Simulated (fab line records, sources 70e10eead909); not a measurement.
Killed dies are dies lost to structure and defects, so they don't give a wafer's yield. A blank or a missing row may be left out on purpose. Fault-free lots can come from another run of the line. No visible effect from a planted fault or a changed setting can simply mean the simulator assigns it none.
Chamber matching    flow nand-harc    rie-si-03 running NHARC_P_GATE_ETCH_32: 4 sister chambers
The step etches the open film in HBr/Cl2, target depth 150 nm, time 100.1 s. 8 wafers are shown with their chamber, then 12 later ones without.

== EACH WAFER AND ITS CHAMBER ==
wafer   chamber  drypump-motor-current-A (A)  oes-product-au (a.u.)
L087.2  0        6.4                          1.010
L087.6  3        6.6                          1.008
L086.6  0        6.4                          0.993
L089.1  2        6.0                          1.016
L089.5  1        5.4                          1.025
L090.1  2        6.0                          1.012
L090.2  1        5.4                          1.012
L090.4  3        6.5                          1.001

== WAFERS WITHOUT THEIR CHAMBER ==
wafer   drypump-motor-current-A (A)  oes-product-au (a.u.)
L091.1  5.3                          1.017
L091.3  6.4                          0.997
L091.4  6.0                          1.011
L094.3  6.6                          1.011
L094.4  6.4                          0.998
L094.6  6.4                          0.997
L095.1  6.0                          1.004
L095.2  6.6                          0.997
L095.6  6.6                          0.991
L096.2  5.9                          1.000
L096.4  6.6                          1.003
L096.5  5.4                          1.011

== CHAMBER TAKEN BY EACH ==
wafer   from the rows above  in truth
L091.1  1                    1
L091.3  0                    0
L091.4  2                    2
L094.3  3                    3
L094.4  0                    0
L094.6  0                    0
L095.1  2                    2
L095.2  3                    3
L095.6  3                    3
L096.2  2                    2
L096.4  3                    3
L096.5  1                    1
12 of 12 placed correctly. Not placeable from these rows: 0. Placed wrongly: 0.
How it was worked out, from the rows above alone: a wafer's distance from a chamber is the root of the sum, over the readings, of the square of ((its reading less the chamber's mean) divided by the reading's scatter). If the next closest chamber is less than 2 further off than the closest, the wafer can't be placed; otherwise it belongs to the closest. The mean given for a chamber averages the wafers shown for that chamber. How the scatter is found: for the shown wafers, subtract from each reading the mean of its chamber, square and add these, divide the total by (wafers less chambers), then take the root.
